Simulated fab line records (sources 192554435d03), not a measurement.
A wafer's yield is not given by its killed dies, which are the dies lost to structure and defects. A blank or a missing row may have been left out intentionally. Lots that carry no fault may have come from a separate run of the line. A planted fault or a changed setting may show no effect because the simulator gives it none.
fab line records -- flow n5-finfet
record: lots: 7, wafers: 21
route steps=1938 shown PASSIVATION@1931
start-h: hours from the record's first day to the start of the lot's first wafer shown -- wait-h: hours elapsed since this lot's preceding step -- " unchanged from the row above -- L1.1+2: a single row standing in for several wafers -- - no value, or no start was given -- * or withheld: withheld -- < > ~ a bound
route shown NAME@n: a module of which the file shows steps, and the number in the route of the first -- usual: mean/standard deviation of fault-free wafers -- same: alike in all rows -- chamber/n: place in a boat -- sites: the reading at each site -- _std_site: the values' standard deviation -- _edge_site: the outer-site mean with the inner-site mean subtracted -- radius-mm: for every site, how far away it sits from the centre of the wafer -- mask NAME#n: copy n -- behind: the tool/chamber that last shaped the wafer -- hold: reason for holding the lot/hours on hold/outcome of the hold -- device: transistor that didn't switch, given as n, p or np -- end of line: tests of these same wafers at the route's end -- step lacking rows: just its recipe -- killed: not the wafer's yield, but the dies lost to structure and defects at the first sort -- map: shows each die of a wafer: x if killed, . if not, _ if none is there
set.NAME: the run value of the setting; set.NAME@STEP: its run value at that earlier step -- model.NAME: the simulator's own value behind a step, which no gauge read
lots where settings were altered on purpose, with a table for each step and a row for each wafer
== steps ==
step: N5_PASSIVATION_STRIP_48
recipe: chemistry: O2, power-w: 600, temp-c: 60, pressure-mtorr: 30, rf-frequency-hz: 6e+07, bias-power-w: 0, overash-fraction: 0.5, o2-flow-sccm: 225
lot.wafer,tool,chamber,start-h,wait-h,set.temp-c
L075.3+4+5,rie-diel-01,"2,3,2",285.74,0.1,62.37
L078.1+2+6,rie-diel-02,"2,3,1",309.75,0.1,60
L079.4+5+6,rie-diel-02,"0,0,3",313.21,0.1,60
L090.3+6,rie-diel-01,"0,1",373.99,0.1,60
L090.5,rie-diel-01,2,373.99,0.1,57.81
L092.1+3+5,rie-diel-01,"0,2,0",383.38,0.1,60
L091.2+4,rie-diel-01,"1,0",385.70,0.1,60
L091.6,rie-diel-01,1,385.70,0.1,56.74
L094.2,rie-diel-02,1,408.07,0.3,60
L094.3+5,rie-diel-02,0,408.07,0.3,61.68
step: N5_PASSIVATION_STRIP_52
recipe: chemistry: post-etch-residue-remover, time-s: 1200, temp-c: 72.5
step: N5_PASSIVATION_CLEAN_71
recipe: chemistry: IPA, time-s: 180, temp-c: 25
step: N5_PASSIVATION_SRD_72
recipe: dry: ipa-marangoni, time-s: 30, temp-c: 23, rinse-liquid: diw
step: N5_PASSIVATION_ANNEAL_56
recipe: temp-c: 400, time-s: 1800, ambient: FGA, idle-temp-c: 300, ramp-up-c-per-min: 5, ramp-down-c-per-min: 3
step: N5_PASSIVATION_PROBE_49
usual: defect-limited-yield: 91.2/1.4, killed_at_M0_to_M3: 34/10, killed_at_M4_up: 13/5.1, killed-at-contacts: 12/6.5, killed-at-front-end: 41/11, killed-at-other: 4/3.3, killed-dies: 104/16, killed-open: 69/13, killed-short: 33/7, sort_bin_4_leakage: 0/0, sort_bin_5_function: 5.1/0.91, sort_bin_6_memory: 3.3/0.69, sort_bin_8_speed: 0/0, sort-n-pass: 1076/16
same: gross-dies: 1180, killed-at-back-side: 0
lot.wafer,tool,chamber,start-h,wait-h,set.time-s@PASSIVATION_DESCUM_46,defect-limited-yield[%],killed_at_M0_to_M3,killed_at_M4_up,killed-at-contacts,killed-at-front-end,killed-at-other,killed-dies,killed-open,killed-short,sort_bin_4_leakage[%],sort_bin_5_function[%],sort_bin_6_memory[%],sort_bin_8_speed[%],sort-n-pass
L075.3,prober-01,-,288.33,0.1,9.2,90.3,25,14,27,46,3,115,81,34,0,5.3,4.1,0,1065
L075.4,prober-01,-,288.38,0.2,7.9,0,47,18,1,1109,5,1180,79,34,0,5.3,4.3,0,0
L075.5,prober-01,-,288.43,0.2,9.2,0.1,42,27,15,1094,1,1179,76,40,0,5.3,4.5,0,1
L078.1,prober-01,-,312.24,0.0,7.9,93.2,45,6,4,25,0,80,44,21,1.27,3.0,2.4,0,1100
L078.2,prober-01,-,312.29,0.1,8.687,92.6,35,15,6,29,2,87,61,23,0.25,4.2,2.6,0,1093
L078.6,prober-01,-,312.49,0.3,7.9,87.7,57,23,20,43,2,145,76,49,1.53,6.1,4.2,0,1035
L079.4,prober-01,-,315.85,0.2,7.9,90.5,37,9,7,58,1,112,71,40,0,4.7,4.5,0,1068
L079.5,prober-01,-,315.90,0.2,7.9,91.0,38,11,13,38,6,106,60,35,0,5.1,3.0,0,1074
L079.6,prober-01,-,315.95,0.3,7.9,89.0,47,18,14,50,1,130,88,39,0,7.4,3.3,0,1050
L090.3,prober-02,-,376.63,0.1,7.9,0.4,29,6,23,1111,6,1175,57,33,0,96.7,2.6,0,5
L090.5,prober-02,-,376.73,0.2,7.9,91.4,37,18,14,32,1,102,63,38,0,5.4,2.9,0,1078
L090.6,prober-02,-,376.78,0.3,7.9,1.1,17,16,14,1117,3,1167,48,22,0,96.3,2.3,0,13
L092.1,prober-02,-,385.87,0.0,9.116,46.7,36,18,6,568,1,629,71,35,0,49.5,3.3,0,551
L092.3,prober-02,-,385.97,0.1,7.9,93.0,35,15,6,22,5,83,47,26,0.68,3.7,2.5,0,1097
L092.5,prober-02,-,386.07,0.2,9.116,90.9,27,25,6,41,8,107,75,30,0,5.6,3.1,0,1073
L091.2,prober-02,-,388.26,0.1,6.202,90.3,38,14,17,41,5,115,78,35,0,6.5,2.8,15.42,883
L091.4,prober-02,-,388.36,0.2,7.9,89.7,26,12,9,67,8,122,93,29,0,6.2,3.6,0,1058
L091.6,prober-02,-,388.46,0.3,6.202,2.5,42,21,16,1066,6,1151,84,31,0,93.6,3.4,0.17,29
L094.2,prober-02,-,410.63,0.1,7.9,0.1,28,12,6,1132,1,1179,68,25,0,97.1,2.5,0,1
L094.3,prober-02,-,410.68,0.1,7.9,2.0,38,13,1,1103,1,1156,46,30,0,4.2,2.4,0,24
L094.5,prober-02,-,410.78,0.2,7.105,0.7,34,9,5,1121,3,1172,73,29,0,5.4,3.1,0,8
killed by level:class
L075.3 MOL_CONTACT_COAG:geometric-particle:open=23 BEOL_M3:geometric-particle:open=10 FIN_SAQP:geometric-particle:open=8 STI_FIN_REVEAL:geometric-particle:open=8 FIN_SAQP:geometric-particle:short=5 GATE_CUT:geometric-particle:open=4 MOL_CONTACT_COAG:geometric-particle:short=4 BEOL_M1:geometric-particle:open=4
L075.4 HKMG_FIN:area-etch=1066 BEOL_M3:geometric-particle:open=21 FIN_SAQP:geometric-particle:open=14 BEOL_M0_SAQP:geometric-particle:open=11 BEOL_M4:geometric-particle:open=8 STI_FIN_REVEAL:geometric-particle:open=7 GATE_CUT:geometric-particle:short=7 BEOL_M0_SAQP:geometric-particle:short=7
L075.5 HKMG_FIN:area-etch=1063 BEOL_M4:geometric-particle:open=14 MOL_CONTACT_COAG:geometric-particle:open=11 BEOL_M4:geometric-particle:short=10 STI_FIN_REVEAL:geometric-particle:open=8 BEOL_M3:geometric-particle:open=8 BEOL_M1:geometric-particle:open=7 BEOL_M2:geometric-particle:open=7
L078.1 M1:area-ald=15 BEOL_M0_SAQP:geometric-particle:open=8 BEOL_M3:geometric-particle:open=8 GATE_CUT:geometric-particle:open=4 FIN_SAQP:geometric-particle:short=3 DUMMY_GATE:geometric-particle:open=3 MOL_CONTACT_COAG:geometric-particle:open=3 GATE_CUT:geometric-particle:short=3
L078.2 BEOL_M2:geometric-particle:open=8 FIN_SAQP:geometric-particle:open=7 BEOL_M0_SAQP:geometric-particle:open=7 BEOL_M1:geometric-particle:open=7 MOL_CONTACT_COAG:geometric-particle:open=6 BEOL_M0_SAQP:geometric-particle:short=6 GATE_CUT:geometric-particle:short=5 STI_FIN_REVEAL:geometric-particle:open=4
L078.6 M1:area-ald=18 MOL_CONTACT_COAG:geometric-particle:open=17 FIN_SAQP:geometric-particle:short=16 BEOL_M1:geometric-particle:open=13 FIN_SAQP:geometric-particle:open=10 BEOL_M0_SAQP:geometric-particle:short=9 BEOL_M4:geometric-particle:open=5 STARTING-WAFER:geometric-particle:open=5
L079.4 STI_FIN_REVEAL:geometric-particle:open=24 BEOL_M0_SAQP:geometric-particle:open=14 STI_FIN_REVEAL:geometric-particle:short=10 BEOL_M0_SAQP:geometric-particle:short=9 GATE_CUT:geometric-particle:open=6 MOL_CONTACT_COAG:geometric-particle:open=5 BEOL_M2:geometric-particle:short=5 DUMMY_GATE:geometric-particle:open=4
L079.5 STI_FIN_REVEAL:geometric-particle:open=11 MOL_CONTACT_COAG:geometric-particle:open=11 BEOL_M3:geometric-particle:open=10 BEOL_M0_SAQP:geometric-particle:short=8 BEOL_M0_SAQP:geometric-particle:open=8 HKMG_FIN:area-etch=7 DUMMY_GATE:geometric-particle:open=5 BEOL_M1:geometric-particle:short=4
L079.6 STI_FIN_REVEAL:geometric-particle:open=19 BEOL_M0_SAQP:geometric-particle:open=15 MOL_CONTACT_COAG:geometric-particle:open=10 BEOL_M3:geometric-particle:open=10 BEOL_M0_SAQP:geometric-particle:short=7 BEOL_M1:geometric-particle:open=7 BEOL_M4:geometric-particle:open=7 FIN_SAQP:geometric-particle:short=6
L090.3 SD_EPI_N:area-etch=1085 MOL_CONTACT_COAG:geometric-particle:open=20 BEOL_M3:geometric-particle:open=9 GATE_CUT:geometric-particle:short=8 BEOL_M0_SAQP:geometric-particle:open=5 STI_FIN_REVEAL:geometric-particle:open=4 DUMMY_GATE:geometric-particle:open=4 STARTING-WAFER:geometric-particle:short=4
L090.5 MOL_CONTACT_COAG:geometric-particle:open=11 BEOL_M0_SAQP:geometric-particle:open=10 BEOL_M0_SAQP:geometric-particle:short=10 BEOL_M3:geometric-particle:open=8 BEOL_M4:geometric-particle:open=7 GATE_CUT:geometric-particle:short=6 STI_FIN_REVEAL:geometric-particle:open=5 BEOL_M2:geometric-particle:open=5
L090.6 SD_EPI_N:area-etch=1095 MOL_CONTACT_COAG:geometric-particle:open=11 BEOL_M4:geometric-particle:open=8 BEOL_M3:geometric-particle:open=6 STI_FIN_REVEAL:geometric-particle:open=4 BEOL_M0_SAQP:geometric-particle:short=4 FIN_SAQP:geometric-particle:open=3 MOL_CONTACT_COAG:geometric-particle:short=3
L092.1 SD_EPI_N:area-etch=522 STI_FIN_REVEAL:geometric-particle:open=10 FIN_SAQP:geometric-particle:short=9 FIN_SAQP:geometric-particle:open=8 BEOL_M1:geometric-particle:open=8 BEOL_M3:geometric-particle:open=7 BEOL_M4:geometric-particle:open=7 BEOL_M2:geometric-particle:open=6
L092.3 BEOL_M3:geometric-particle:open=10 FIN_SAQP:geometric-particle:short=8 M1:area-ald=8 BEOL_M4:geometric-particle:open=7 STI_FIN_REVEAL:geometric-particle:open=4 BEOL_M2:geometric-particle:open=4 MOL_CONTACT_COAG:geometric-particle:short=3 MOL_CONTACT_COAG:geometric-particle:open=3
L092.5 BEOL_M4:geometric-particle:open=13 STI_FIN_REVEAL:geometric-particle:open=12 BEOL_M1:geometric-particle:open=8 BEOL_M3:geometric-particle:open=7 FIN_SAQP:geometric-particle:short=5 MOL_CONTACT_COAG:geometric-particle:open=5 BEOL_M2:geometric-particle:open=5 BEOL_M8:geometric-particle:open=5
L091.2 MOL_CONTACT_COAG:geometric-particle:open=12 BEOL_M0_SAQP:geometric-particle:open=11 BEOL_M0_SAQP:geometric-particle:short=10 STI_FIN_REVEAL:geometric-particle:open=9 FIN_SAQP:geometric-particle:open=8 GATE_CUT:geometric-particle:short=8 BEOL_M4:geometric-particle:open=6 DUMMY_GATE:geometric-particle:open=5
L091.4 STI_FIN_REVEAL:geometric-particle:open=31 FIN_SAQP:geometric-particle:open=11 BEOL_M0_SAQP:geometric-particle:open=10 STI_FIN_REVEAL:geometric-particle:short=8 MOL_CONTACT_COAG:geometric-particle:open=8 BEOL_M4:geometric-particle:open=6 DUMMY_GATE:geometric-particle:open=5 BEOL_M0_SAQP:geometric-particle:short=5
L091.6 SD_EPI_N:area-etch=1033 BEOL_M0_SAQP:geometric-particle:open=18 MOL_CONTACT_COAG:geometric-particle:open=14 STI_FIN_REVEAL:geometric-particle:open=11 BEOL_M0_SAQP:geometric-particle:short=11 BEOL_M4:geometric-particle:open=8 DUMMY_GATE:geometric-particle:open=6 GATE_CUT:geometric-particle:short=4
L094.2 SD_EPI_N:area-etch=1085 STI_FIN_REVEAL:geometric-particle:open=14 FIN_SAQP:geometric-particle:open=10 BEOL_M0_SAQP:geometric-particle:open=9 BEOL_M0_SAQP:geometric-particle:short=8 BEOL_M4:geometric-particle:open=8 MOL_CONTACT_COAG:geometric-particle:open=6 BEOL_M1:geometric-particle:open=6
L094.3 HKMG_FIN:area-etch=1077 BEOL_M0_SAQP:geometric-particle:short=17 STI_FIN_REVEAL:geometric-particle:open=15 BEOL_M0_SAQP:geometric-particle:open=10 BEOL_M1:geometric-particle:open=6 BEOL_M4:geometric-particle:open=5 BEOL_M4:geometric-particle:short=5 STI_FIN_REVEAL:geometric-particle:short=2
L094.5 HKMG_FIN:area-etch=1069 STI_FIN_REVEAL:geometric-particle:open=25 FIN_SAQP:geometric-particle:short=9 BEOL_M0_SAQP:geometric-particle:open=9 BEOL_M2:geometric-particle:open=8 BEOL_M0_SAQP:geometric-particle:short=6 FIN_SAQP:geometric-particle:open=5 BEOL_M1:geometric-particle:open=5
== key ==
split: step: N5_PASSIVATION_STRIP_48, setting: temp-c, stated: 60, by: wafer
response none clear
split outside-this-file step=N5_PASSIVATION_DESCUM_46 setting=time-s
split outside-this-file: this setting was split too, and the file shows its column; the key of that split is in another file
